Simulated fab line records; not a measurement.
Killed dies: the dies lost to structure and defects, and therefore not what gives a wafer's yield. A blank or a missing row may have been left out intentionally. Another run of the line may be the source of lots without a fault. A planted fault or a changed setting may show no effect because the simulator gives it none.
What tool caused it?	flow n5 finfet	24 lots, 72 wafers sampled, at 6 steps of a route of 1938

WHAT EACH GAUGE READ, for each wafer
No reading from a measuring or inspecting step in the record can be judged against a usual standard deviation.

WHICH TOOL RAN EACH LOT (tool, then ch and the chambers of the sampled wafers, then the start)
lot	N5_BEOL_M2_HM_OPEN_17	N5_BEOL_M2_STRIP_97	N5_BEOL_M2_DEGAS_44	N5_BEOL_M2_PRE_CLEAN_45	N5_BEOL_M2_SPUTTER_94	N5_BEOL_M2_DEP_57
L074	rie metal-01 ch 1, day 6 12:34	rie diel-02 ch 1,2,3, day 6 18:46 or earlier	pvd sputter-01, day 6 18:46	pvd sputter-01, day 6 18:48	pvd sputter-03, day 6 20:58	pecvd-03 ch 0,1,2, day 6 22:10
L075	rie metal-03 ch 0, day 6 19:22	rie diel-06 ch 0,2,3, day 6 21:53 or earlier	pvd sputter-03, day 6 21:53	pvd sputter-03, day 6 21:56	pvd sputter-02, day 7 00:06	pecvd-04 ch 0,1, day 7 01:30
L076	rie metal-02 ch 0,1, day 7 01:25	rie diel-01 ch 0,1,2, day 7 03:29 or earlier	pvd sputter-01, day 7 03:29	pvd sputter-01, day 7 03:31	pvd sputter-02, day 7 05:42	pecvd-02 ch 0,2, day 7 06:55
L077	rie metal-02 ch 0,1, day 7 04:05	rie diel-02 ch 0,1,3, day 7 08:47 or earlier	pvd sputter-01, day 7 08:47	pvd sputter-01, day 7 08:49	pvd sputter-03, day 7 11:05	pecvd-02 ch 0,1,2, day 7 12:17
L078	rie metal-03 ch 0, day 7 08:54	rie diel-01 ch 2,3, day 7 13:58 or earlier	pvd sputter-02, day 7 13:58	pvd sputter-02, day 7 14:01	pvd sputter-01, day 7 17:43	pecvd-03 ch 1,2, day 7 18:55
L079	rie metal-01 ch 0,1, day 7 18:55	rie diel-01 ch 1,2,3, day 7 21:37 or earlier	pvd sputter-03, day 7 21:37	pvd sputter-03, day 7 21:40	pvd sputter-02, day 7 23:47	pecvd-04 ch 0,1,2, day 8 00:59
L080	rie metal-02 ch 0,1, day 8 01:16	rie diel-01 ch 1,2,3, day 8 05:26 or earlier	pvd sputter-03, day 8 05:26	pvd sputter-03, day 8 05:28	pvd sputter-01, day 8 08:24	pecvd-03 ch 0,2, day 8 09:50
L082	rie metal-03 ch 0,1, day 8 09:46	rie diel-01 ch 1,2,3, day 8 19:24 or earlier	pvd sputter-03, day 8 19:24	pvd sputter-03, day 8 19:26	pvd sputter-01, day 8 21:34	pecvd-02 ch 0,2, day 8 22:46
L081	rie metal-02 ch 0,1, day 8 10:32	rie diel-01 ch 1,2,3, day 8 15:37 or earlier	pvd sputter-02, day 8 15:37	pvd sputter-02, day 8 15:39	pvd sputter-02, day 8 17:56	pecvd-02 ch 0,1, day 8 19:08
L083	rie metal-02 ch 0, day 8 23:50	rie diel-06 ch 1,2,3, day 9 01:44 or earlier	pvd sputter-03, day 9 01:44	pvd sputter-03, day 9 01:47	pvd sputter-03, day 9 03:55	pecvd-02 ch 1,2, day 9 05:11
L084	rie metal-02 ch 0,1, day 9 01:13	rie diel-01 ch 0,2,3, day 9 09:37 or earlier	pvd sputter-03, day 9 09:37	pvd sputter-03, day 9 09:39	pvd sputter-03, day 9 11:43	pecvd-02 ch 1,2, day 9 12:55
L085	rie metal-02 ch 0,1, day 9 22:43	rie diel-01 ch 1,2,3, day 10 02:54 or earlier	pvd sputter-01, day 10 02:54	pvd sputter-01, day 10 02:56	pvd sputter-02, day 10 05:35	pecvd-04 ch 0,1,2, day 10 06:50
L086	rie metal-01 ch 0,1, day 10 00:38	rie diel-01 ch 0,3, day 10 04:27 or earlier	pvd sputter-03, day 10 04:27	pvd sputter-03, day 10 04:29	pvd sputter-03, day 10 06:52	pecvd-03 ch 0,1, day 10 08:05
L087	rie metal-03 ch 0,1, day 10 03:36	rie diel-01 ch 0,3, day 10 07:58 or earlier	pvd sputter-03, day 10 07:58	pvd sputter-03, day 10 08:01	pvd sputter-03, day 10 10:04	pecvd-04 ch 0,1, day 10 11:32
L088	rie metal-02 ch 1, day 10 06:12	rie diel-01 ch 0,3, day 10 11:17 or earlier	pvd sputter-02, day 10 11:17	pvd sputter-02, day 10 11:20	pvd sputter-01, day 10 13:57	pecvd-04 ch 0,2, day 10 15:37
L089	rie metal-03 ch 0,1, day 10 14:58	rie diel-02 ch 0,1,3, day 10 21:23 or earlier	pvd sputter-02, day 10 21:23	pvd sputter-02, day 10 21:26	pvd sputter-02, day 11 01:12	pecvd-03 ch 0,1,2, day 11 02:24
L091	rie metal-03 ch 0,1, day 10 15:21	rie diel-02 ch 0,1,3, day 11 10:51 or earlier	pvd sputter-01, day 11 10:51	pvd sputter-01, day 11 10:53	pvd sputter-01, day 11 13:10	pecvd-03 ch 0,2, day 11 14:42
L090	rie metal-03 ch 0,1, day 10 18:12	rie diel-02 ch 0,2,3, day 11 02:10 or earlier	pvd sputter-02, day 11 02:10	pvd sputter-02, day 11 02:12	pvd sputter-03, day 11 04:20	pecvd-04 ch 1,2, day 11 05:32
L092	rie metal-01 ch 0,1, day 11 02:05	rie diel-02 ch 0,3, day 11 09:32 or earlier	pvd sputter-02, day 11 09:32	pvd sputter-02, day 11 09:35	pvd sputter-03, day 11 11:50	pecvd-03 ch 0,2, day 11 13:56
L093	rie metal-01 ch 0, day 11 10:58	rie diel-06 ch 0,1,2, day 11 16:14 or earlier	pvd sputter-03, day 11 16:14	pvd sputter-03, day 11 16:17	pvd sputter-03, day 11 18:44	pecvd-03 ch 1,2, day 11 19:57
L094	rie metal-01 ch 0,1, day 11 15:23	rie diel-06 ch 0,2, day 11 19:21 or earlier	pvd sputter-01, day 11 19:21	pvd sputter-01, day 11 19:23	pvd sputter-01, day 11 21:41	pecvd-03 ch 0,1,2, day 11 23:20
L095	rie metal-01 ch 0,1, day 11 19:53	rie diel-02 ch 1,3, day 11 22:04 or earlier	pvd sputter-01, day 11 22:04	pvd sputter-01, day 11 22:07	pvd sputter-01, day 12 02:01	pecvd-02 ch 0,2, day 12 03:14
L097	rie metal-01 ch 0,1, day 12 15:23	rie diel-06 ch 1,2,3, day 12 20:22 or earlier	pvd sputter-03, day 12 20:22	pvd sputter-03, day 12 20:24	pvd sputter-02, day 12 23:00	pecvd-04 ch 0,1,2, day 13 00:12
L096	rie metal-02 ch 0,1, day 12 15:56	rie diel-01 ch 0,2,3, day 12 20:56 or earlier	pvd sputter-02, day 12 20:56	pvd sputter-02, day 12 20:59	pvd sputter-01, day 13 00:29	pecvd-02 ch 0,1, day 13 01:41
- N5_BEOL_M2_HM_OPEN_17: chemistry Cl2/BCl3, target TiN, target depth 20 nm, overetch 6 nm.
- N5_BEOL_M2_STRIP_97: strips in N2/H2, time 10 s.
- N5_BEOL_M2_DEGAS_44: time 60 s.
- N5_BEOL_M2_PRE_CLEAN_45: time 30 s.
- N5_BEOL_M2_SPUTTER_94: material Cu, target thk 4.5 nm, time 8.29 s.
- N5_BEOL_M2_DEP_57: deposits SiCN from 3MS/NH3, target thk 8 nm, time 14 s.

WHAT THE TOOLS THEMSELVES READ (means of the sampled wafers that have a number; where no wafer has one, the mark that the record gives instead)
N5_BEOL_M2_HM_OPEN_17.
lot	tool	drypump motor current A (A)	oes product au (a.u.)	throttle valve pct (%)
L074	rie metal-01	5.5	0.67	22.58
L075	rie metal-03	6.3	0.67	22.27
L076	rie metal-02	5.5	0.56	22.24
L077	rie metal-02	5.7	0.59	22.29
L078	rie metal-03	6.3	0.67	22.26
L079	rie metal-01	5.6	0.64	22.38
L080	rie metal-02	5.7	0.59	22.28
L082	rie metal-03	5.7	0.77	21.87
L081	rie metal-02	5.7	0.59	22.29
L083	rie metal-02	5.3	0.52	22.20
L084	rie metal-02	5.7	0.59	22.29
L085	rie metal-02	5.7	0.58	22.30
L086	rie metal-01	5.6	0.63	22.39
L087	rie metal-03	5.7	0.75	21.88
L088	rie metal-02	5.9	0.61	22.35
L089	rie metal-03	6.0	0.70	22.08
L091	rie metal-03	5.7	0.74	21.91
L090	rie metal-03	6.0	0.69	22.09
L092	rie metal-01	5.6	0.63	22.39
L093	rie metal-01	6.0	0.59	21.98
L094	rie metal-01	5.6	0.62	22.42
L095	rie metal-01	5.8	0.61	22.19
L097	rie metal-01	5.7	0.63	22.39
L096	rie metal-02	5.7	0.66	22.23

N5_BEOL_M2_STRIP_97.
lot	tool	drypump motor current A (A)	oes product au (a.u.)	rf vpp V (V)	showerhead plenum p Torr (Torr)	throttle valve pct (%)
L074	rie diel-02	5.6	0.86	59.6	2.54	23.45
L075	rie diel-06	5.7	0.83	60.4	2.53	23.65
L076	rie diel-01	5.5	0.75	58.7	2.49	23.72
L077	rie diel-02	5.7	0.80	58.9	2.59	23.46
L078	rie diel-01	6.2	0.96	59.4	2.49	23.33
L079	rie diel-01	5.9	0.85	59.2	2.49	23.53
L080	rie diel-01	5.9	0.85	58.3	2.49	23.53
L082	rie diel-01	5.9	0.84	59.3	2.49	23.54
L081	rie diel-01	5.9	0.84	58.5	2.49	23.53
L083	rie diel-06	5.8	0.78	60.8	2.47	23.57
L084	rie diel-01	5.8	0.91	58.6	2.48	23.40
L085	rie diel-01	5.9	0.82	59.5	2.49	23.56
L086	rie diel-01	6.0	0.92	59.0	2.49	23.44
L087	rie diel-01	6.0	0.92	58.5	2.49	23.45
L088	rie diel-01	6.0	0.92	59.9	2.49	23.43
L089	rie diel-02	5.6	0.76	59.4	2.58	23.49
L091	rie diel-02	5.6	0.76	59.3	2.57	23.48
L090	rie diel-02	5.6	0.76	59.5	2.57	23.48
L092	rie diel-02	5.4	0.71	59.3	2.62	23.46
L093	rie diel-06	5.5	0.80	59.2	2.56	23.46
L094	rie diel-06	5.4	0.82	59.6	2.61	23.58
L095	rie diel-02	5.4	0.75	59.2	2.57	23.48
L097	rie diel-06	5.8	0.84	59.4	2.57	23.49
L096	rie diel-01	5.8	0.87	59.4	2.47	23.44

N5_BEOL_M2_DEGAS_44.
lot	tool	heater power w (W)
L074	pvd sputter-01	330
L075	pvd sputter-03	351
L076	pvd sputter-01	321
L077	pvd sputter-01	299
L078	pvd sputter-02	332
L079	pvd sputter-03	375
L080	pvd sputter-03	337
L082	pvd sputter-03	343
L081	pvd sputter-02	354
L083	pvd sputter-03	343
L084	pvd sputter-03	336
L085	pvd sputter-01	294
L086	pvd sputter-03	346
L087	pvd sputter-03	342
L088	pvd sputter-02	334
L089	pvd sputter-02	336
L091	pvd sputter-01	331
L090	pvd sputter-02	331
L092	pvd sputter-02	321
L093	pvd sputter-03	383
L094	pvd sputter-01	319
L095	pvd sputter-01	325
L097	pvd sputter-03	393
L096	pvd sputter-02	323

N5_BEOL_M2_PRE_CLEAN_45.
lot	tool	heater power w (W)
L074	pvd sputter-01	333
L075	pvd sputter-03	354
L076	pvd sputter-01	321
L077	pvd sputter-01	300
L078	pvd sputter-02	334
L079	pvd sputter-03	372
L080	pvd sputter-03	339
L082	pvd sputter-03	340
L081	pvd sputter-02	352
L083	pvd sputter-03	344
L084	pvd sputter-03	340
L085	pvd sputter-01	288
L086	pvd sputter-03	335
L087	pvd sputter-03	341
L088	pvd sputter-02	334
L089	pvd sputter-02	335
L091	pvd sputter-01	330
L090	pvd sputter-02	336
L092	pvd sputter-02	323
L093	pvd sputter-03	384
L094	pvd sputter-01	320
L095	pvd sputter-01	322
L097	pvd sputter-03	387
L096	pvd sputter-02	322

N5_BEOL_M2_SPUTTER_94.
lot	tool	chuck gas flow sccm (sccm)	substrate temp c (C)	throttle valve pct (%)
L074	pvd sputter-03	1.33	-20.09	30.1
L075	pvd sputter-02	1.25	-20.01	29.3
L076	pvd sputter-02	1.22	-19.97	28.7
L077	pvd sputter-03	1.27	-20.03	30.4
L078	pvd sputter-01	1.19	-20.04	29.7
L079	pvd sputter-02	1.29	-20.00	29.7
L080	pvd sputter-01	1.23	-20.07	29.6
L082	pvd sputter-01	1.20	-20.01	29.5
L081	pvd sputter-02	1.28	-20.03	29.1
L083	pvd sputter-03	1.26	-19.97	29.5
L084	pvd sputter-03	1.22	-19.90	30.3
L085	pvd sputter-02	1.26	-19.95	29.6
L086	pvd sputter-03	1.22	-20.09	29.7
L087	pvd sputter-03	1.20	-20.01	30.3
L088	pvd sputter-01	1.20	-19.99	30.2
L089	pvd sputter-02	1.20	-20.06	29.0
L091	pvd sputter-01	1.24	-19.96	29.5
L090	pvd sputter-03	1.29	-20.04	30.3
L092	pvd sputter-03	1.31	-19.97	30.4
L093	pvd sputter-03	1.34	-19.89	29.6
L094	pvd sputter-01	1.27	-19.99	29.5
L095	pvd sputter-01	1.28	-19.91	29.0
L097	pvd sputter-02	1.29	-19.97	29.5
L096	pvd sputter-01	1.29	-20.03	29.6

N5_BEOL_M2_DEP_57.
lot	tool	showerhead plenum p Torr (Torr)	throttle valve pct (%)
L074	pecvd-03	3.655	8.9
L075	pecvd-04	3.651	9.2
L076	pecvd-02	3.673	9.0
L077	pecvd-02	3.659	9.0
L078	pecvd-03	3.679	9.1
L079	pecvd-04	3.658	9.0
L080	pecvd-03	3.641	8.7
L082	pecvd-02	3.666	9.0
L081	pecvd-02	3.661	9.0
L083	pecvd-02	3.660	9.0
L084	pecvd-02	3.661	9.1
L085	pecvd-04	3.661	9.0
L086	pecvd-03	3.642	9.1
L087	pecvd-04	3.650	9.1
L088	pecvd-04	3.673	9.5
L089	pecvd-03	3.661	8.8
L091	pecvd-03	3.643	8.7
L090	pecvd-04	3.664	8.4
L092	pecvd-03	3.661	8.3
L093	pecvd-03	3.683	8.5
L094	pecvd-03	3.657	8.9
L095	pecvd-02	3.665	9.1
L097	pecvd-04	3.663	9.1
L096	pecvd-02	3.661	8.6

THE ANSWER, worked out from the rows above alone
Rule: what is usual is taken from the lots themselves. The widest of any qualifying gaps counts: lots, ordered by their means at a reading, are off when they make up no more than a third of the lots, leave a main group of 4 or more, and stand apart from it by 3 or more times the standard deviation of that group's means. If all means in a main group match to the digits the tables above print for the reading, that group is not used. A lot without any number at a reading at which 4 lots or more have one is off too. The other lots that the step has rows for count as sound. Order of review: gauges by route order, followed by the tools' own readings, for which a lot's mean as printed above is used. The first step at which some lot is off is used, and at that step the reading that is off furthest; a lot without a number counts as furthest.
Across all readings shown, no lot is off: no conclusion can be drawn from this.

WHAT THE SIMULATOR PUT IN
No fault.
